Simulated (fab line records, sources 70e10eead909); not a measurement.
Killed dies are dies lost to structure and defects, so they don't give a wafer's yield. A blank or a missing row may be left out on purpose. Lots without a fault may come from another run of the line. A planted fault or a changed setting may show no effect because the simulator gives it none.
A struck lot beside a sound one | flow nand_harc | 24 steps out of a route of 1302
Sound: wafers L238.3, L238.5, L238.6. Struck: wafers L257.1, L257.4, L257.6. The cause comes at the end.
At each step with rows: each side's tool, then ch and its chambers, then its first start. Under that, the readings that differ: sound wafers | struck wafers | difference of the means | sigmas: that difference in standard deviations of wafers without a fault.
alike: readings whose means differ by less than 2 such deviations, and words and numbers that are the same on both sides. not compared: withheld readings, readings that some wafer has no value for, bounds like >300 that may hide the same value, and numbers for which the record gives no deviation and whose values overlap.
The two part at a step that has a row with sigmas, a row that says differs or no value, or rows on one side only. Numbers that don't overlap but have no deviation are shown without sigmas and don't part them. A reading that every wafer of one side lacks parts them only if that side has two wafers or more.

first, 12 steps without rows for these wafers: NHARC_P_STI_ETCH_26 (etches SiO2 in dHF, target depth 11 nm); NHARC_P_STI_PRECLEAN_27 (cleans in SC1); NHARC_P_STI_SRD_28; NHARC_P_STI_OXIDE_29 (material SiO2, target thk 10 nm, ox time 1362 s); NHARC_P_STI_HM_DEP_30 (deposits Si3N4, target thk 80 nm, time 873 s); NHARC_P_STI_DEHYDRATE_01 (time 120 s); NHARC_P_STI_HMDS_02 (time 30 s); NHARC_P_STI_COAT_41 (time 65 s); NHARC_P_STI_COAT_03 (resist thk 600 nm); NHARC_P_STI_SOFTBAKE_04 (time 70 s); NHARC_P_STI_EBR_05; NHARC_P_STI_EXPOSE_06 (exposes mask P STI, target cd 200 nm).
NHARC_P_STI_PEB_07: peb time 80 s.
  sound on litho_track-02 ch 0, day 2 20:37; struck on litho_track-02 ch 0, day 10 21:00
  reading                  | sound                | struck               | difference | sigmas
  heater_power_total_W (W) | 190.6 190.7 189.8    | 184.0 186.2 186.1    | -4.9       | -6
  plate_temp_C (C)         | 127.94 128.16 127.99 | 125.57 125.70 125.67 | -2.38      | -17
then, 1 step without rows for these wafers: NHARC_P_STI_DEVELOP_08 (time 50 s).
NHARC_P_STI_CD_MEAS_09: target cd 200 nm.
  sound on cd_sem-01 ch 0, day 2 20:43; struck on cd_sem-01 ch 0
  reading    | sound       | struck      | difference | sigmas
  cd_nm (nm) | 202 204 197 | 178 184 188 | -18        | -5
  not compared: hold
NHARC_P_STI_OVL_MEAS_10:
  sound on overlay-01, day 2 20:47; struck on overlay-02, day 10 23:38
  reading | sound | struck                                                                     | difference                   | sigmas
  hold    | - - - | await_dispo/2.3h/release await_dispo/2.3h/release await_dispo/2.3h/release | no value on the sound wafers |
  alike: overlay_x_nm, overlay_y_nm
NHARC_P_STI_INSPECT_11:
  sound on defect_inspect-02, day 2 20:50; struck on defect_inspect-02, day 10 23:40
  alike: raw_defect_count
then, 1 step without rows for these wafers: NHARC_P_STI_HARDBAKE_13 (time 65 s).
NHARC_P_STI_DESCUM_14: chemistry O2, time 3 s.
  sound on rie_diel-04 ch 1,2, day 2 20:58; struck on rie_diel-07 ch 0,3, day 10 23:50
  reading                | sound             | struck          | difference | sigmas
  model.P_STI.cd_nm (nm) | 201.3 203.8 196.5 | 177.9 184 187.4 | -17.4      |
  alike: drypump_motor_current_A, oes_product_au, rf_vpp_V, showerhead_plenum_p_Torr, throttle_valve_pct
  not compared: rf_hours_counter_h
NHARC_P_STI_ETCH_42: etches the open film in N2/H2, target depth 80 nm, overetch 24 nm, time 61 s.
  sound on rie_diel-04 ch 0,1, day 2 21:03; struck on rie_diel-07 ch 2,3, day 10 23:55
  reading            | sound             | struck            | difference | sigmas
  rf_fwd_power_W (W) | 395.9 395.6 397.8 | 392.1 394.5 392.1 | -3.5       | -2
  alike: drypump_motor_current_A, oes_product_au, rf_vpp_V, showerhead_plenum_p_Torr, throttle_valve_pct
  not compared: rf_hours_counter_h
NHARC_P_STI_ETCH_31: etches the open film in CF4/CHF3, target depth 108.9 nm, time 54.5 s.
  sound on rie_diel-04 ch 0,1,2; struck on rie_diel-07 ch 0,1
  reading                | sound                | struck               | difference | sigmas
  throttle_valve_pct (%) | 16.801 16.793 16.793 | 16.820 16.810 16.819 | +0.021     | +2
  alike: drypump_motor_current_A, oes_product_au, rf_fwd_power_W, rf_vpp_V, showerhead_plenum_p_Torr
  not compared: rf_hours_counter_h
NHARC_P_STI_ETCH_15: etches the open film in HBr/Cl2, target depth 300 nm, time 100.1 s.
  sound on rie_si-05 ch 0,1,3, day 2 21:17; struck on rie_si-01 ch 0,2,3, day 11 00:25
  reading                | sound             | struck            | difference | sigmas
  model.P_STI.cd_nm (nm) | 200.3 203.4 197.4 | 177.2 183.1 187.5 | -17.8      |
  alike: drypump_motor_current_A, hbr_flow_sccm, oes_product_au, rf_fwd_power_W, throttle_valve_pct
  not compared: rf_hours_counter_h
NHARC_P_STI_CD_MEAS_16:
  sound on cd_sem-02, day 2 21:24; struck on cd_sem-01, day 11 00:46
  reading    | sound       | struck      | difference | sigmas
  cd_nm (nm) | 200 204 197 | 177 183 188 | -18        | -5
  not compared: hold
NHARC_P_STI_OCD_MEAS_17:
  sound on ocd-02, day 2 21:29; struck on ocd-02, day 11 06:12
  reading                | sound       | struck      | difference | sigmas
  trench_foot_cd_nm (nm) | 160 163 156 | 136 141 146 | -19        | -5
  alike: trench_depth_nm
  not compared: hold

WHERE THEY PART
First at NHARC_P_STI_PEB_07; last, within this record, at NHARC_P_STI_OCD_MEAS_17.

WHY: what the simulator had put in
Process parameter drift: litho_track-02, from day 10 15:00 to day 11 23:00, at NHARC_P_STI_PEB_07. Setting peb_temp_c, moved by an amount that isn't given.
